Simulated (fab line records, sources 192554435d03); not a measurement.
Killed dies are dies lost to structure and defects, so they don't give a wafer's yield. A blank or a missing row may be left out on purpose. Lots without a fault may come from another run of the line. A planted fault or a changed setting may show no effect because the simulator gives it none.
Which tool did it? | flow n5_finfet | 11 lots, 33 wafers sampled, at 4 steps of a route of 1938

WHAT THE GAUGES READ, wafer by wafer
N5_FIN_SAQP_CD_MEAS_27: target cd 20 nm.
lot  | measured    | on        | cd_nm (nm)
L075 | day 2 06:18 | cd_sem-01 | 20.08 20.00 20.24
L077 | day 2 18:16 | cd_sem-03 | 20.16 19.86 20.26
L079 | day 3 05:42 | cd_sem-01 | 20.67 20.09 20.18
L081 | day 3 18:37 | cd_sem-03 | 19.82 19.76 20.73
L083 | day 4 06:48 | cd_sem-01 | 20.60 20.56 20.54
L085 | day 4 19:52 | cd_sem-03 | 20.39 20.29 20.10
L088 | day 5 15:58 | cd_sem-01 | 20.26 20.34 20.31
L090 | day 6 01:44 | cd_sem-01 | 20.29 20.12 20.46
L092 | day 6 15:26 | cd_sem-01 | 20.47 20.29 20.38
L095 | day 7 07:57 | cd_sem-01 | 20.28 20.52 20.56
L097 | day 7 18:36 | cd_sem-02 | 20.48 20.45 20.05

WHICH TOOL RAN EACH LOT (tool, then ch and the chambers of the sampled wafers, then the start)
lot  | N5_ZERO_LAYER_STRIP_24              | N5_WELL_APT_DESCUM_30             | N5_PMOS_HMC_CHANNEL_EPI_ETCH_32
L075 | plasma_asher-01 ch 0,1, day 1 18:53 | rie_diel-02 ch 0,2,3, day 1 21:14 | rie_diel-03 ch 0,3, day 1 23:40
L077 | plasma_asher-02 ch 0,1, day 2 07:03 | rie_diel-06 ch 2,3, day 2 08:56   | rie_diel-03 ch 0,3, day 2 11:01
L079 | plasma_asher-02 ch 0,1, day 2 19:02 | rie_diel-02 ch 0,1,2, day 2 21:11 | rie_diel-04 ch 0,2,3, day 2 23:15
L081 | plasma_asher-02 ch 0,1, day 3 07:33 | rie_diel-06 ch 1,2,3, day 3 09:43 | rie_diel-03 ch 0,2, day 3 12:03
L083 | plasma_asher-02 ch 0,1, day 3 19:02 | rie_diel-01 ch 0,1,3, day 3 21:02 | rie_diel-04 ch 0,2,3, day 3 23:31
L085 | plasma_asher-01 ch 0,1, day 4 07:20 | rie_diel-06 ch 0,2,3, day 4 09:12 | rie_diel-03 ch 2,3, day 4 11:26
L088 | plasma_asher-02 ch 0,1, day 5 01:01 | rie_diel-06 ch 0,2, day 5 04:23   | rie_diel-05 ch 0,3, day 5 06:31
L090 | plasma_asher-02 ch 0,1, day 5 13:19 | rie_diel-01 ch 1,2,3, day 5 15:26 | rie_diel-04 ch 0,1,2, day 5 17:40
L092 | plasma_asher-02 ch 0,1, day 6 01:56 | rie_diel-01 ch 0,1,2, day 6 05:59 | rie_diel-03 ch 0,2,3, day 6 08:23
L095 | plasma_asher-01 ch 0,1, day 6 19:24 | rie_diel-02 ch 1,3, day 6 22:06   | rie_diel-05 ch 0,2,3, day 7 00:19
L097 | plasma_asher-02 ch 0,1, day 7 06:56 | rie_diel-02 ch 0,1, day 7 09:10   | rie_diel-05 ch 0,1, day 7 11:34
- N5_ZERO_LAYER_STRIP_24: strips in O2.
- N5_WELL_APT_DESCUM_30: chemistry O2, time 7.9 s.
- N5_PMOS_HMC_CHANNEL_EPI_ETCH_32: etches BARC in N2/H2, stops on SiO2, target depth 85.8 nm, time 50.3 s.

THE ANSWER, worked out from the rows above alone
Rule: what is usual is taken from the lots themselves. Put in order of their means at a reading, lots are off if they are a third of the lots or fewer, leave a main group of 4 or more, and stand apart from it by a gap of 3 or more times the standard deviation of the main group's means; of several such gaps the widest counts. A main group whose means are all the same, to the digits that the tables above print for the reading, isn't used. A lot without any number at a reading at which 4 lots or more have one is off too. The other lots that the step has rows for count as sound.
No lot is off at any reading shown: from this, nothing can be told.

WHAT THE SIMULATOR HAD PUT IN
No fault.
